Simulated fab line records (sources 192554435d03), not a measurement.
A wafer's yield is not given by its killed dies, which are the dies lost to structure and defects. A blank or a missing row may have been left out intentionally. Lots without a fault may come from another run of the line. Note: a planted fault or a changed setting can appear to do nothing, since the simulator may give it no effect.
Matching of chambers    flow n5 finfet    4 sister chambers for N5_BEOL_M3_ETCH_74 on rie diel-04
The step etches underlayer in N2/H2, target depth 6.5 nm, time 5.2 s. 7 wafers are shown with their chamber, then 7 later ones without.

## EACH WAFER AND ITS CHAMBER
wafer   chamber  showerhead plenum p Torr (Torr)  throttle valve pct (%)
L587.4  1        2.60                             17.98
L590.5  1        2.60                             17.97
L600.1  3        2.60                             17.70
L600.2  0        2.62                             17.64
L600.3  2        2.48                             17.37
L603.2  0        2.61                             17.67
L603.3  2        2.48                             17.41

## WAFERS WITHOUT THEIR CHAMBER
wafer   showerhead plenum p Torr (Torr)  throttle valve pct (%)
L603.4  2.60                             17.72
L605.2  2.48                             17.41
L605.4  2.61                             17.64
L605.5  2.60                             17.74
L604.1  2.61                             17.68
L604.2  2.59                             17.57
L604.4  2.48                             17.43

## EACH ONE'S CHAMBER
wafer   from the rows above      in truth
L603.4  3                        3
L605.2  2                        2
L605.4  0                        0
L605.5  3                        3
L604.1  can't be placed: 0 or 3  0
L604.2  can't be placed: 3 or 0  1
L604.4  2                        2
5 of 7 placed correctly. These rows do not allow placing 2 (true chamber among the candidates in 1). Number placed wrongly: 0.
How it was worked out, from the rows above alone: a wafer's distance from a chamber is the root of the sum, over the readings, of the square of ((its reading less the chamber's mean) divided by the reading's scatter). The wafer belongs to the nearest chamber; if the next one is less than 2 further off, it can't be placed. The mean given for a chamber averages the wafers shown for that chamber. The scatter: the root of (the sum of the squares of (reading less its chamber's mean) over the shown wafers, divided by (wafers less chambers)).
